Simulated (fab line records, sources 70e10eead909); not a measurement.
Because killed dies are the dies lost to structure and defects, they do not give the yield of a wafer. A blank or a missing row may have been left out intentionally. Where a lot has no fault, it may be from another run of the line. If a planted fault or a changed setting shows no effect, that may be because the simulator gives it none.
fab line records    flow nand_harc
[record] lots = 13  wafers = 38  last_day = 34
route steps=1302 shown P_CONTACT@252 P_M0@263 END@1302
lots with no fault: from the same line, run without faults
start_h: start of the lot's first displayed wafer, in hours after the record's first day    wait_h: hours elapsed since this lot's preceding step    " as in the row above    L1.1+2: one row covering several wafers at once    - no value present, or no start provided    * or withheld: withheld    < > ~ a bound
route shown NAME@n: NAME is a module with steps in the file, n the number in the route of the first one    usual: mean and standard deviation over wafers with no fault    same: alike in all rows    chamber/n: place in a boat    sites: readings site by site    _std_site: the standard deviation of these    _edge_site: outer sites' mean less inner sites'    radius_mm: how far each site lies from the wafer's centre    mask NAME#n: copy n    behind: the last tool/chamber to shape the wafer    hold: cause of the lot's hold/its duration in hours/its outcome    device: transistor that didn't switch, given as n, p or np    end of line: tests of these same wafers at the route's end    a step with no rows: only its recipe    killed: at the first sort, the dies lost to defects and structure; wafer yield is something else    map: dies across one wafer; x = killed, . = not, _ = none there
set.NAME: the run value of the setting; set.NAME@STEP: its run value at that earlier step    model.NAME: the simulator's own value behind a step, which no gauge read
a sample of lots followed through the steps of the route, with each step as a table and each wafer as a row
services: a tool's chamber out of use, with start hour (start_h, from the record's first day; less than 0 if before it), hours out, and reason
[[steps]]
[step NHARC_P_CONTACT_INSPECT_27]
[usual] raw_defect_count = 279/130
lot.wafer  tool               chamber  start_h  wait_h  raw_defect_count
L464.1     defect_inspect-01  -        116.43   0.1     232
L464.2     "                  -        "        "       173
L464.4     "                  -        "        "       224
L466.1     defect_inspect-02  -        133.89   0.1     335
L466.2     "                  -        "        "       199
L466.4     "                  -        "        "       275
L465.1     defect_inspect-02  -        135.21   0.1     152
L465.2     "                  -        "        "       347
L465.5     "                  -        "        "       180
L467.1     defect_inspect-01  -        146.88   0.1     218
L467.2     "                  -        "        "       325
L467.4     "                  -        "        "       200
L468.2     defect_inspect-01  -        159.57   0.1     216
L468.4     "                  -        "        "       235
L468.5     "                  -        "        "       185
L474.1     defect_inspect-02  -        221.62   0.1     186
L474.2     "                  -        "        "       305
L474.6     "                  -        "        "       428
L475.2     defect_inspect-01  -        234.72   0.1     279
L475.3     "                  -        "        "       218
L480.1     defect_inspect-01  -        281.74   0.1     224
L480.3     "                  -        "        "       371
L480.4     "                  -        "        "       176
L481.2     defect_inspect-02  -        296.33   0.1     467
L481.3     "                  -        "        "       487
L481.6     "                  -        "        "       334
L483.2     defect_inspect-01  -        314.12   0.1     170
L483.3     "                  -        "        "       273
L483.6     "                  -        "        "       226
L484.1     defect_inspect-01  -        319.25   0.1     276
L484.3     "                  -        "        "       279
L484.4     "                  -        "        "       232
L485.2     defect_inspect-01  -        331.08   0.1     187
L485.4     "                  -        "        "       235
L485.5     "                  -        "        "       151
L487.1     defect_inspect-01  -        356.10   0.1     314
L487.3     "                  -        "        "       222
L487.5     "                  -        "        "       245
[step NHARC_P_M0_CD_MEAS_09]
[recipe] target_cd_nm = 90  landing_energy_ev = 500
[usual] cd_nm = 90.2/0.69
lot.wafer  tool       chamber  start_h  wait_h  cd_nm
L464.1     cd_sem-01  0        117.21   -       91.3
L464.2     "          0        "        "       90.9
L464.4     "          0        "        "       91.4
L466.1     cd_sem-02  0        134.79   -       90.5
L466.2     "          0        "        "       90.7
L466.4     "          0        "        "       91.5
L465.1     cd_sem-03  0        135.99   -       90.6
L465.2     "          0        "        "       91.1
L465.5     "          0        "        "       91.8
L467.1     cd_sem-01  0        147.66   -       91.2
L467.2     "          0        "        "       90.3
L467.4     "          0        "        "       90.3
L468.2     cd_sem-01  0        160.35   -       91.8
L468.4     "          0        "        "       91.0
L468.5     "          0        "        "       91.1
L474.1     cd_sem-03  0        222.52   -       89.6
L474.2     "          0        "        "       90.3
L474.6     "          0        "        "       90.1
L475.2     cd_sem-01  0        235.61   -       89.1
L475.3     "          0        "        "       89.5
L480.1     cd_sem-03  0        282.64   -       90.5
L480.3     "          0        "        "       90.1
L480.4     "          0        "        "       89.5
L481.2     cd_sem-02  0        297.23   -       89.9
L481.3     "          0        "        "       89.2
L481.6     "          0        "        "       90.4
L483.2     cd_sem-03  0        315.02   -       90.5
L483.3     "          0        "        "       90.2
L483.6     "          0        "        "       91.3
L484.1     cd_sem-02  0        320.17   -       90.0
L484.3     "          0        "        "       89.8
L484.4     "          0        "        "       91.4
L485.2     cd_sem-03  0        331.98   -       89.6
L485.4     "          0        "        "       90.1
L485.5     "          0        "        "       89.7
L487.1     cd_sem-01  0        357.00   -       89.8
L487.3     "          0        "        "       89.7
L487.5     "          0        "        "       90.6
[step NHARC_P_M0_PVD_20]
[recipe] target_thk_a = 50  bias_v = 168.6  power_w = 15000  chamber_pressure_pa = 0.12  time_s = 8.06  substrate_temp_c = 50  material = TaN
[usual] bias_v = 168.4/1.8  throttle_valve_pct = 29.8/0.88  time_s = 8.06/0
lot.wafer  tool            chamber  start_h  wait_h  bias_v  throttle_valve_pct  time_s
L464.4     pvd_sputter-02  -        118.49   -       170.3   31.3                8.06
L464.2     "               -        "        "       167.8   29.6                8.06
L464.1     "               -        "        "       167.9   29.4                8.06
L466.4     pvd_sputter-02  -        136.01   -       170.6   28.8                8.06
L466.2     "               -        "        "       169.1   31.5                8.06
L466.1     "               -        "        "       170.7   29.7                8.06
L465.1     pvd_sputter-03  -        137.22   -       169.0   30.1                8.06
L465.2     "               -        "        "       167.4   30.5                8.06
L465.5     "               -        "        "       168.6   30.9                8.06
L467.2     pvd_sputter-02  -        148.91   -       168.3   29.6                8.06
L467.1     "               -        "        "       170.1   28.7                8.06
L467.4     "               -        "        "       166.7   29.3                8.06
L468.2     pvd_sputter-01  -        161.57   -       169.3   28.7                8.06
L468.4     "               -        "        "       169.6   30.9                8.06
L468.5     "               -        "        "       168.5   28.4                8.06
L474.2     pvd_sputter-02  -        223.84   -       168.8   31.4                8.06
L474.1     "               -        "        "       169.2   28.9                8.06
L474.6     "               -        "        "       170.2   31.6                6.0302
L475.2     pvd_sputter-02  -        236.82   -       166.9   29.4                8.06
L475.3     "               -        "        "       167.8   28.8                8.06
L480.3     pvd_sputter-01  -        283.86   -       171.0   29.3                8.06
L480.1     "               -        "        "       170.5   30.0                8.06
L480.4     "               -        "        "       168.4   30.4                8.06
L481.2     pvd_sputter-03  -        298.57   -       167.7   30.4                8.06
L481.3     "               -        "        "       168.4   28.6                8.06
L481.6     "               -        "        "       166.5   30.4                8.06
L483.2     pvd_sputter-01  -        316.33   -       168.4   29.9                8.06
L483.3     "               -        "        "       168.9   28.8                8.06
L483.6     "               -        "        "       168.8   30.1                8.06
L484.4     pvd_sputter-03  -        321.38   -       170.3   30.5                8.06
L484.3     "               -        "        "       170.4   30.4                8.06
L484.1     "               -        "        "       171.0   28.6                8.06
L485.2     pvd_sputter-01  -        333.19   -       166.3   30.3                8.06
L485.4     "               -        "        "       168.5   29.9                8.06
L485.5     "               -        "        "       169.6   30.4                8.06
L487.3     pvd_sputter-03  -        358.76   -       168.6   29.2                8.06
L487.1     "               -        "        "       166.4   28.9                8.06
L487.5     "               -        "        "       165.0   29.1                8.06
[step NHARC_P_M0_DEP_32]
[recipe] target_thk_a = 300  temp_c = 370  target_thk_nm = 30  pressure_torr = 3  flow_sccm = 200  rf_w = 450  material = SiCN
[usual] chamber_pressure_Torr = 3.000/0.0061  heater_power_w = 575/77  rf_fwd_power_W = 449.2/1.2  susceptor_temp_C = 369.95/0.19
lot.wafer  tool      chamber  start_h  wait_h  chamber_pressure_Torr  heater_power_w  rf_fwd_power_W  susceptor_temp_C
L464.2     pecvd-03  2        120.07   0.1     3.009                  596             449.4           370.02
L464.1     "         0        "        "       2.997                  491             447.4           369.91
L464.4     "         0        "        "       3.001                  492             448.6           370.10
L466.2     pecvd-02  1        137.61   0.1     3.001                  409             450.1           369.60
L466.1     "         2        "        "       2.992                  591             450.1           369.97
L466.4     "         2        "        "       2.999                  595             448.6           369.82
L465.2     pecvd-03  2        138.78   0.1     2.995                  602             448.1           370.14
L465.1     "         0        "        "       2.997                  536             449.1           370.02
L465.5     "         0        "        "       3.003                  537             447.1           369.99
L467.1     pecvd-03  1        150.80   0.1     3.009                  602             450.1           369.69
L467.2     "         0        "        "       2.997                  554             449.3           369.99
L467.4     "         0        "        "       2.999                  549             448.3           369.89
L468.2     pecvd-02  2        163.19   0.1     3.002                  670             448.2           369.89
L468.4     "         2        "        "       3.006                  679             446.5           369.80
L468.5     "         0        "        "       3.012                  778             449.8           369.94
L474.1     pecvd-01  0        225.44   0.1     2.990                  608             448.5           369.62
L474.2     "         1        "        "       3.000                  608             449.5           370.41
L474.6     "         0        "        "       2.997                  598             451.0           369.73
L475.2     pecvd-01  1        238.46   0.1     2.993                  587             449.4           369.69
L475.3     "         2        "        "       2.999                  525             450.9           369.85
L480.1     pecvd-03  0        285.46   0.1     2.993                  563             449.5           370.20
L480.3     "         2        "        "       3.007                  634             448.0           369.94
L480.4     "         0        "        "       2.999                  553             450.8           370.07
L481.2     pecvd-01  1        300.21   0.1     2.997                  550             448.7           369.91
L481.3     "         2        "        "       3.006                  524             449.5           370.03
L481.6     "         1        "        "       3.008                  554             449.8           369.97
L483.2     pecvd-03  0        317.96   0.1     3.000                  564             448.2           370.23
L483.3     "         1        "        "       3.001                  714             450.2           369.95
L483.6     "         2        "        "       3.001                  576             448.5           369.83
L484.1     pecvd-02  1        323.02   0.1     3.002                  464             450.3           370.04
L484.3     "         2        "        "       2.996                  530             448.5           369.68
L484.4     "         1        "        "       3.001                  466             450.8           369.53
L485.2     pecvd-02  1        334.87   0.1     3.012                  400             448.6           369.82
L485.5     "         2        "        "       3.001                  608             449.2           369.65
L485.4     "         1        "        "       3.002                  412             446.9           370.03
L487.3     pecvd-03  0        360.64   0.1     2.985                  544             451.4           370.03
L487.1     "         1        "        "       2.997                  716             447.6           369.97
L487.5     "         2        "        "       3.008                  606             448.7           370.22
[step NHARC_END_SORT_01]
[recipe] temp_c = 25
[usual] defect_limited_yield = 91.3/2.2  killed_at_array = 55/15  killed_at_other = 1.0/1.2  killed_at_periphery = 3.4/2.2  killed_dies = 59/15  killed_open = 3.2/2  killed_short = 2.5/1.7
[same] gross_dies = 677
lot.wafer  tool       chamber  start_h  wait_h  defect_limited_yield[%]  killed_at_array  killed_at_other  killed_at_periphery  killed_dies  killed_open  killed_short
L474.1     prober-01  0        677.56   2.5     93.8                     36               0                6                    42           2            6
L474.2     prober-01  0        678.37   2.8     94.4                     34               0                4                    38           1            1
L474.6     prober-01  0        681.60   4.0     95.0                     30               0                4                    34           0            1
L481.2     prober-01  0        719.91   2.8     92.2                     46               0                7                    53           2            1
L481.3     prober-01  0        720.72   3.1     91.0                     52               0                9                    61           3            4
L481.6     prober-01  0        723.16   4.1     92.8                     41               0                8                    49           4            3
// killed by level:class
L474.1 A_CHANNEL_HOLE_D2:chamber_film_flake=12 A_CHANNEL_HOLE_D1:chamber_film_flake=4 A_DECK1_JOINT:chamber_film_flake=4 P_GATE:chamber_film_flake=3 A_CONTACT:chamber_film_flake=3 A_SLIT:chamber_film_flake=3 A_WL_FILL:geometric_particle:short=2 A_STAIRCASE:chamber_film_flake=2
L474.2 A_CHANNEL_HOLE_D2:chamber_film_flake=15 A_CHANNEL_HOLE_D1:chamber_film_flake=8 P_M1:chamber_film_flake=4 A_CONTACT:chamber_film_flake=3 A_STAIRCASE:chamber_film_flake=2 A_SLIT:chamber_film_flake=2 A_CHANNEL_HOLE_D1:geometric_particle:open=1 A_CHANNEL_FILL_D1:geometric_particle:short=1
L474.6 A_CHANNEL_HOLE_D2:chamber_film_flake=13 A_CHANNEL_HOLE_D1:chamber_film_flake=6 A_STAIRCASE:chamber_film_flake=5 P_GATE:chamber_film_flake=3 A_SLIT:chamber_film_flake=3 A_ONON_D2:geometric_particle:short=1 P_M1:chamber_film_flake=1 A_ZERO_WELL:chamber_film_flake=1
L481.2 A_CHANNEL_HOLE_D1:chamber_film_flake=30 A_CONTACT:chamber_film_flake=8 P_CONTACT:chamber_film_flake=7 A_WL_FILL:chamber_film_flake=3 A_ONON_D1:geometric_particle:open=1 A_DECK1_JOINT:geometric_particle:open=1 A_CHANNEL_FILL_D2:geometric_particle:short=1 A_CHANNEL_FILL_D2:chamber_film_flake=1
L481.3 A_CHANNEL_HOLE_D1:chamber_film_flake=36 P_CONTACT:chamber_film_flake=5 A_WL_FILL:chamber_film_flake=3 A_CONTACT:chamber_film_flake=3 P_CONTACT:geometric_particle:open=2 A_CHANNEL_FILL_D1:chamber_film_flake=2 A_CHANNEL_FILL_D2:chamber_film_flake=2 P_GATE:geometric_particle:short=1
L481.6 A_CHANNEL_HOLE_D1:chamber_film_flake=29 P_CONTACT:chamber_film_flake=6 A_WL_FILL:chamber_film_flake=4 A_SLIT:chamber_film_flake=2 P_GATE:geometric_particle:open=1 P_M1:geometric_particle:short=1 A_ONON_D1:geometric_particle:open=1 A_ONON_D1:geometric_particle:short=1
[[services]]
tool            chamber  start_h  hours  kind
pvd_sputter-02  -        104.01   10.0   pm
pecvd-01        -        130.36   13.0   pm
pvd_sputter-03  -        149.18   7.5    repair
pecvd-02        -        152.93   0.6    repair
pvd_sputter-03  -        170.03   10.0   pm
pecvd-03        -        185.38   13.0   pm
pecvd-03        0        185.38   13.0   vent_cycle
pecvd-03        1        185.38   13.0   vent_cycle
pecvd-03        2        185.38   13.0   vent_cycle
pecvd-03        0        198.38   -      clean
pecvd-03        1        198.38   -      clean
pecvd-03        2        198.38   -      clean
pvd_sputter-03  -        203.42   1.3    repair
pvd_sputter-01  -        226.02   10.0   pm
pecvd-02        -        227.45   13.0   pm
pvd_sputter-03  -        250.75   5.1    repair
pvd_sputter-01  -        256.83   0.7    repair
pvd_sputter-02  -        282.01   10.0   pm
pvd_sputter-01  -        284.48   3.6    repair
pecvd-01        0        294.03   15.4   repair
pvd_sputter-02  -        308.49   8.9    repair
pecvd-01        -        311.54   13.0   pm
pvd_sputter-03  -        314.35   4.1    repair
pvd_sputter-03  -        348.03   10.0   pm
[[key]]
[first_sign] step = NHARC_P_M0_PVD_20  reading = time_s  direction = down  sigmas = 99+  usual = *  struck = *
effect none on later readings
met_at NHARC_P_M0_PVD_20
struck_lots L474
struck_wafers L474.6
not_acting_at NHARC_P_CONTACT_INSPECT_27,NHARC_P_M0_CD_MEAS_09,NHARC_P_M0_DEP_32
onset_between 148.91 223.84
[fault] kind = process_parameter_drift  tool = pvd_sputter-02  chamber = -  onset_h = 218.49  steps = NHARC_P_M0_PVD_20  channel = time_s  offset = *  shape = step  end_h = 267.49  scope = struck_wafers_only  acts_in = *  stated = *
